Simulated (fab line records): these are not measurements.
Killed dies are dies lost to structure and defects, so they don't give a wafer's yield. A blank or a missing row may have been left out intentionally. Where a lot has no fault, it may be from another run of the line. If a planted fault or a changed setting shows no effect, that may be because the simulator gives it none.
Which tool is to blame?    flow n5_finfet    24 lots with 72 wafers sampled at 5 steps, on a route of 1938 steps

== WHAT THE GAUGES SHOWED, per wafer ==
N5_WELL_APT_CD_MEAS_08 targets a cd of 200 nm. Usual: cd_nm at 199.9 nm, with a standard deviation of 1.5.
lot   measured     on         cd_nm (nm)         flag
L074  day 1 13:50  cd_sem-03  200.6 201.6 199.3  
L075  day 1 19:59  cd_sem-03  197.4 198.8 197.6  
L076  day 2 01:52  cd_sem-02  200.6 201.2 201.8  
L077  day 2 07:45  cd_sem-02  202.1 201.7 202.0  
L078  day 2 13:58  cd_sem-02  200.5 201.1 201.6  
L079  day 2 19:49  cd_sem-01  199.3 200.8 201.9  
L080  day 3 01:49  cd_sem-01  199.8 200.2 199.4  
L081  day 3 07:42  cd_sem-01  197.3 197.4 197.4  
L082  day 3 13:43  cd_sem-01  201.6 198.7 201.4  
L083  day 3 20:04  cd_sem-01  200.5 199.8 200.0  
L084  day 4 02:07  cd_sem-02  199.2 201.1 200.4  
L085  day 4 08:14  cd_sem-01  201.2 198.2 198.4  
L086  day 4 13:39  cd_sem-01  198.5 199.6 199.7  
L087  day 4 19:41  cd_sem-01  199.4 199.2 198.7  
L088  day 5 01:43  cd_sem-02  200.0 200.4 198.2  
L089  day 5 08:20  cd_sem-01  200.3 201.1 200.6  
L090  day 5 13:49  cd_sem-03  200.6 199.5 199.5  
L091  day 5 19:42  cd_sem-01  200.9 194.7 198.1  
L092  day 6 01:40  cd_sem-01  199.3 201.8 199.0  
L093  day 6 07:51  cd_sem-01  200.6 200.2 200.9  
L094  day 6 13:46  cd_sem-01  201.3 198.0 199.7  
L095  day 6 19:42  cd_sem-02  196.4 199.4 200.8  
L096  day 7 01:37  cd_sem-01  200.1 200.2 200.0  
L097  day 7 07:41  cd_sem-02  200.7 200.4 199.7  

N5_FIN_SAQP_OVL_MEAS_17. Usual: FIN_CORE_OVL 0.0 nm, standard deviation 0.84.
lot   measured     on          FIN_CORE_OVL (nm)  flag
L074  day 1 22:26  overlay-02  -1.3 -0.7 -0.3     
L075  day 2 04:18  overlay-02  -0.3 -0.3 -1.0     
L076  day 2 10:34  overlay-01  0.2 0.1 0.5        
L077  day 2 16:33  overlay-02  -0.1 -0.4 -0.4     
L078  day 2 22:16  overlay-02  -1.2 -0.5 -0.7     
L079  day 3 04:01  overlay-01  0.6 1.9 1.1        
L080  day 3 09:35  overlay-02  1.1 -1.0 -1.0      
L081  day 3 16:08  overlay-02  0.7 -0.2 0.8       
L082  day 3 23:22  overlay-01  0.3 1.9 0.1        
L083  day 4 04:26  overlay-01  0.0 -1.0 0.5       
L084  day 4 11:23  overlay-01  0.6 0.8 -0.6       
L085  day 4 16:41  overlay-01  0.8 0.0 0.2        
L086  day 4 22:28  overlay-02  -0.5 0.0 -0.6      
L087  day 5 04:55  overlay-01  -0.7 -0.5 0.8      
L088  day 5 11:01  overlay-01  0.2 0.0 2.2        
L089  day 5 16:18  overlay-01  0.2 -0.7 -0.9      
L090  day 5 23:14  overlay-01  0.2 0.5 0.2        
L091  day 6 05:16  overlay-02  0.6 -0.1 -2.1      
L092  day 6 09:14  overlay-01  0.9 0.0 0.1        
L093  day 6 16:09  overlay-01  1.0 -0.6 -0.1      
L094  day 6 21:33  overlay-01  0.6 -0.6 -1.2      
L095  day 7 04:17  overlay-02  0.7 -1.0 -1.2      
L096  day 7 10:01  overlay-02  -0.5 -1.1 -0.2     
L097  day 7 15:40  overlay-02  -0.4 -0.5 0.5      

N5_DUMMY_GATE_OVL_MEAS_16. Usual: GATE_OVL -0.1 nm, standard deviation 0.79.
lot   measured     on          GATE_OVL (nm)   flag
L074  day 2 22:05  overlay-01  -0.7 -0.5 -1.0  
L075  day 3 04:34  overlay-02  -0.1 -0.5 0.4   
L076  day 3 10:57  overlay-02  0.0 -1.9 0.0    
L077  day 3 18:21  overlay-02  1.0 0.4 -0.1    
L078  day 4 01:05  overlay-02  0.0 -0.6 0.2    
L079  day 4 06:21  overlay-01  -0.8 -0.8 -1.8  
L080  day 4 10:41  overlay-01  0.5 0.3 -0.2    
L081  day 4 20:05  overlay-02  -1.9 -0.1 -0.5  
L082  day 5 01:38  overlay-01  -0.7 -0.3 -0.4  
L083  day 5 05:16  overlay-01  0.1 1.3 -0.2    
L084  day 5 11:40  overlay-01  -0.4 0.4 0.2    
L085  day 5 15:56  overlay-01  0.1 -1.3 -0.3   
L086  day 6 03:56  overlay-01  0.4 0.0 1.4     
L087  day 6 05:44  overlay-01  -1.5 0.0 0.2    
L088  day 6 13:34  overlay-02  1.4 0.2 0.6     
L089  day 6 23:10  overlay-02  -0.4 -0.9 0.2   
L090  day 7 00:25  overlay-02  1.0 0.9 1.0     
L091  day 7 07:51  overlay-01  -1.3 0.8 -0.2   
L092  day 7 10:53  overlay-01  -1.3 -0.8 -0.2  
L093  day 7 15:39  overlay-01  1.0 0.1 0.4     
L094  day 7 23:00  overlay-02  -0.9 -0.6 0.2   
L095  day 8 05:07  overlay-02  -0.7 -1.3 -0.9  
L096  day 8 09:08  overlay-02  -0.5 -0.1 -1.3  
L097  day 8 16:07  overlay-02  0.8 0.3 0.8     

== WHAT TOOL EACH LOT RAN ON (gives the tool, then ch and the chambers of the sampled wafers, and finally the start) ==
lot   N5_FIN_SAQP_ALD_61                N5_FIN_SAQP_HM_CD_35
L074  ald_sin-02 ch 0,1,3, day 1 21:01  cd_sem-03, day 2 02:52
L075  ald_sin-02 ch 1,2, day 2 03:08    cd_sem-03, day 2 08:54
L076  ald_sin-01 ch 0,1,3, day 2 09:05  cd_sem-03, day 2 14:35
L077  ald_sin-04 ch 1,2, day 2 15:14    cd_sem-02, day 2 21:01
L078  ald_sin-01 ch 1,2,3, day 2 21:10  cd_sem-03, day 3 04:55
L079  ald_sin-04 ch 0,2,3, day 3 02:46  cd_sem-01, day 3 08:55
L080  ald_sin-04 ch 1,2,3, day 3 08:14  cd_sem-02, day 3 14:04
L081  ald_sin-04 ch 0,2,3, day 3 14:58  cd_sem-03, day 4 00:21
L082  ald_sin-04 ch 0,1,3, day 3 22:00  cd_sem-02, day 4 05:31
L083  ald_sin-01 ch 0,3, day 4 03:11    cd_sem-01, day 4 08:51
L084  ald_sin-02 ch 0,1, day 4 10:12    cd_sem-02, day 4 15:46
L085  ald_sin-04 ch 0,1,2, day 4 15:27  cd_sem-03, day 4 20:46
L086  ald_sin-04 ch 0,3, day 4 20:55    cd_sem-02, day 5 04:38
L087  ald_sin-04 ch 0,1,2, day 5 03:40  cd_sem-01, day 5 09:45
L088  ald_sin-04 ch 0,1,3, day 5 09:46  cd_sem-02, day 5 15:12
L089  ald_sin-01 ch 0,2,3, day 5 15:10  cd_sem-03, day 5 21:25
L090  ald_sin-04 ch 2,3, day 5 22:01    cd_sem-01, day 6 05:03
L091  ald_sin-01 ch 1,2,3, day 6 04:05  cd_sem-01, day 6 09:46
L092  ald_sin-04 ch 0,1,3, day 6 08:07  cd_sem-02, day 6 15:18
L093  ald_sin-02 ch 1,2, day 6 14:55    cd_sem-01, day 6 20:08
L094  ald_sin-02 ch 0,2, day 6 20:26    cd_sem-01, day 7 02:09
L095  ald_sin-04 ch 0,1,2, day 7 02:25  cd_sem-01, day 7 08:57
L096  ald_sin-01 ch 0,2,3, day 7 08:46  cd_sem-03, day 7 14:00
L097  ald_sin-02 ch 0,2, day 7 14:25    cd_sem-03, day 7 21:08
- N5_FIN_SAQP_ALD_61: deposits SiO2, target thk 4 nm, pulse time 1 s, purge time 2 s.
- N5_FIN_SAQP_HM_CD_35: target cd 8 nm.

== WHAT THE TOOLS THEMSELVES READ (means of the sampled wafers that have a number; where no wafer has one, the mark that the record gives instead) ==
N5_FIN_SAQP_ALD_61. Usual: heater_power_w 467 W, standard deviation 51; precursor_pulse_height_rel 0.998, standard deviation 0.021.
lot   tool        heater_power_w (W)  precursor_pulse_height_rel  flag
L074  ald_sin-02  483                 0.977                       
L075  ald_sin-02  538                 0.980                       
L076  ald_sin-01  444                 0.986                       
L077  ald_sin-04  462                 1.008                       
L078  ald_sin-01  493                 1.009                       
L079  ald_sin-04  439                 1.001                       
L080  ald_sin-04  474                 1.019                       
L081  ald_sin-04  441                 1.001                       
L082  ald_sin-04  466                 0.998                       
L083  ald_sin-01  446                 1.019                       
L084  ald_sin-02  518                 1.000                       
L085  ald_sin-04  448                 0.990                       
L086  ald_sin-04  448                 0.977                       
L087  ald_sin-04  451                 0.996                       
L088  ald_sin-04  473                 0.995                       
L089  ald_sin-01  486                 1.002                       
L090  ald_sin-04  462                 0.988                       
L091  ald_sin-01  483                 0.971                       
L092  ald_sin-04  464                 1.005                       
L093  ald_sin-02  537                 0.990                       
L094  ald_sin-02  492                 0.986                       
L095  ald_sin-04  448                 1.004                       
L096  ald_sin-01  485                 0.970                       
L097  ald_sin-02  484                 1.000                       

N5_FIN_SAQP_HM_CD_35. Usual: cd_nm at 8.10 nm, with a standard deviation of 0.24.
lot   tool       cd_nm (nm)  flag
L074  cd_sem-03  7.91        
L075  cd_sem-03  7.90        
L076  cd_sem-03  7.89        
L077  cd_sem-02  8.24        
L078  cd_sem-03  8.10        
L079  cd_sem-01  8.01        
L080  cd_sem-02  7.91        
L081  cd_sem-03  8.09        
L082  cd_sem-02  7.82        
L083  cd_sem-01  8.30        
L084  cd_sem-02  7.75        
L085  cd_sem-03  8.13        
L086  cd_sem-02  8.04        
L087  cd_sem-01  8.18        
L088  cd_sem-02  8.21        
L089  cd_sem-03  8.14        
L090  cd_sem-01  8.13        
L091  cd_sem-01  8.20        
L092  cd_sem-02  8.06        
L093  cd_sem-01  8.14        
L094  cd_sem-01  7.98        
L095  cd_sem-01  8.03        
L096  cd_sem-03  8.01        
L097  cd_sem-03  8.15        

== THE ANSWER, worked out from the rows above alone ==
Rule: take the mean of a lot's wafers that have a number; if it is more than 3 standard deviations from the usual mean, the lot is off. A lot without any number at a reading at which 4 lots or more have one is off too. Any other lot the step has rows for is counted as sound. After the gauges, taken in route order, come the tools' own readings; for these a lot's mean is taken, as printed above. At the first step where some lot is off, the reading lying furthest off is the one used; lots without a number count as furthest.
No lot is off at any reading shown: from this, nothing can be told.

== WHAT THE SIMULATOR PUT IN ==
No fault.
